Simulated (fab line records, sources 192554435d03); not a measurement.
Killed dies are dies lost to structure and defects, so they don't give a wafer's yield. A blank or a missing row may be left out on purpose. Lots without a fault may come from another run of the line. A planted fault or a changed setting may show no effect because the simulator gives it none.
Chamber matching | flow n5_finfet | N5_BEOL_M8_ETCH_61 on rie_diel-04: 4 sister chambers
The step etches SiARC in CF4, target depth 45.5 nm, time 75.8 s. 4 wafers are shown with their chamber, then 9 later ones without.

WAFERS WITH THEIR CHAMBER
wafer  | chamber | showerhead_plenum_p_Torr (Torr)
L084.1 | 3       | 2.19
L084.3 | 2       | 2.10
L084.5 | 0       | 2.12
L084.6 | 1       | 2.16

WAFERS WITHOUT THEIR CHAMBER
wafer  | showerhead_plenum_p_Torr (Torr)
L090.1 | 2.19
L090.3 | 2.10
L090.5 | 2.19
L093.2 | 2.16
L093.4 | 2.11
L093.6 | 2.11
L095.1 | 2.18
L095.3 | 2.11
L095.4 | 2.09

WHICH CHAMBER EACH WENT THROUGH
wafer  | from the rows above     | in truth
L090.1 | 3                       | 3
L090.3 | 2                       | 2
L090.5 | 3                       | 3
L093.2 | 1                       | 1
L093.4 | can't be placed: 2 or 0 | 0
L093.6 | can't be placed: 2 or 0 | 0
L095.1 | can't be placed: 3 or 1 | 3
L095.3 | can't be placed: 2 or 0 | 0
L095.4 | 2                       | 2
Placed correctly: 5 of 9. Can't be placed from these rows: 4 (the true chamber is among the candidates in 4). Placed wrongly: 0.
How it was worked out, from the rows above alone: a wafer's distance from a chamber is the root of the sum, over the readings, of the square of ((its reading less the chamber's mean) divided by the reading's scatter). The wafer belongs to the nearest chamber; if the next one is less than 2 further off, it can't be placed. A chamber's mean is the mean of its shown wafers. The scatter: with one shown wafer a chamber, the root of the mean of the squares of how far each hidden wafer lies from its nearest shown one.
